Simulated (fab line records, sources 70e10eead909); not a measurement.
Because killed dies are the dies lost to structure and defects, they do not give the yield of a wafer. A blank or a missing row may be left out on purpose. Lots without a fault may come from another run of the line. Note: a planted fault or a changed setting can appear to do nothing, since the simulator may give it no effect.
A struck lot beside a sound one / flow nand_harc / 22 steps out of a route of 1302
Sound: the wafers L892.3, L892.4, L892.6. Struck: wafers L906.2, L906.3, L906.5. The cause is named last.
Each step with rows lists, per side, the tool, then ch with its chambers, then its first start. Under that, the readings that differ: sound wafers / struck wafers / difference of the means / sigmas: that difference in standard deviations of wafers without a fault.
alike: same words and numbers on both sides, and readings whose means sit less than 2 such deviations apart. not compared: any withheld reading, any reading some wafer has no value for, any bound like >300 that may hide the same value, and any number with overlapping values for which the record gives no deviation.
Wherever a step has rows on one side only, a row that says differs or no value, or a row with sigmas, the two part there. Non-overlapping numbers with no deviation appear without sigmas and do not part them. Lack of a reading on every wafer of one side parts them only where that side has two or more wafers.

first, 4 steps without rows for these wafers: NHARC_P_GATE_EBR_87; NHARC_P_GATE_EXPOSE_88 (exposes mask P HVN, target cd 2000 nm); NHARC_P_GATE_PEB_89 (peb time 85 s); NHARC_P_GATE_DEVELOP_90 (time 70 s).
NHARC_P_GATE_CD_MEAS_91: target cd 2000 nm.
  sound on cd_sem-01 ch 0, day 6 05:15; struck on cd_sem-02 ch 0, day 11 18:17
  alike: cd_nm
then, 1 step without rows for these wafers: NHARC_P_GATE_HARDBAKE_92 (time 80 s).
NHARC_P_GATE_DESCUM_93: chemistry O2, time 3 s.
  sound on rie_diel-08 ch 1,3, day 6 05:24; struck on rie_diel-09 ch 1,3, day 11 18:27
  alike: drypump_motor_current_A, oes_product_au, rf_vpp_V, showerhead_plenum_p_Torr, throttle_valve_pct
  not compared: rf_hours_counter_h
after that, 1 step had no rows for these wafers: NHARC_P_GATE_IMPLANT_94.
NHARC_P_GATE_STRIP_113: strips in N2/H2, time 740 s.
  sound on plasma_asher-01 ch 0,1, day 6 06:01; struck on plasma_asher-01 ch 0,1, day 11 18:58
  alike: drypump_motor_current_A, heater_power_w, rf_refl_power_W
  not compared: rf_hours_counter_h
then, 3 steps without rows for these wafers: NHARC_P_GATE_STRIP_95 (strips in O2); NHARC_P_GATE_STRIP_96 (strips in SPM, time 900 s); NHARC_P_GATE_RTA_64 (time 1 s).
NHARC_P_GATE_ETCH_77: etches SiO2 in dHF, target depth 6 nm.
  sound on wet_bench-09 ch 1,3,7, day 6 07:23; struck on wet_bench-09 ch 3,5,7, day 11 20:27
NHARC_P_GATE_DEGAS_109: time 60 s.
  struck on pvd_sputter-03, day 11 20:34; sound on pvd_sputter-01, day 6 07:31
  alike: heater_power_w
then, 3 steps without rows for these wafers: NHARC_P_GATE_PRE_CLEAN_110 (time 30 s); NHARC_P_GATE_SPUTTER_78 (material Ni, target thk 10 nm); NHARC_P_GATE_SPUTTER_79 (material TiN, target thk 10 nm).
NHARC_P_GATE_RTA_80: time 30 s.
  sound on rtp_anneal-01 ch 0, day 6 07:54; struck on rtp_anneal-01 ch 0, day 11 20:53
  alike: wafer_temp_C_max
then, 1 step without rows for these wafers: NHARC_P_GATE_STRIP_67 (strips in SPM, time 600 s).
NHARC_P_GATE_RTA_82: time 30 s.
  sound on rtp_anneal-01 ch 0, day 6 08:22; struck on rtp_anneal-02 ch 0, day 11 21:20
reading=lamp_power_pct (%); sound=3.917 3.914 3.914; struck=3.885 3.884 3.875; difference=-0.034; sigmas=-2
reading=lamp_zone_5_pct (%); sound=3.930 3.932 3.931; struck=3.896 3.899 3.892; difference=-0.035; sigmas=-2
  alike: lamp_zone_2_pct, wafer_temp_C_max
NHARC_P_GATE_INSPECT_68:
  struck on defect_inspect-02, day 11 21:31; sound on defect_inspect-02, day 6 08:30
  alike: raw_defect_count
-- break in the record here, with 18 days between the starts of the struck wafers on either side (left off in module P_GATE, picked up again in module END, where the first step shown is number 1302 on the route) --
NHARC_END_SORT_01:
  sound on prober-01 ch 0, day 24 20:07; struck on prober-01 ch 0, day 30 02:47
reading=hold; sound=- - -; struck=await_dispo/1.7h/scrap await_dispo/1.7h/scrap await_dispo/1.7h/scrap; difference=no value on the sound wafers; sigmas=
reading=killed_at_periphery; sound=4 6 4; struck=593 606 603; difference=+596; sigmas=+99 or more
reading=killed_dies; sound=57 36 48; struck=677 677 677; difference=+630; sigmas=+37
  alike: killed_at_array, killed_at_other, killed_open, killed_short

== WHERE THEY PART ==
First at NHARC_P_GATE_RTA_82; last, within this record, at NHARC_END_SORT_01.

WHY: the cause the simulator had injected
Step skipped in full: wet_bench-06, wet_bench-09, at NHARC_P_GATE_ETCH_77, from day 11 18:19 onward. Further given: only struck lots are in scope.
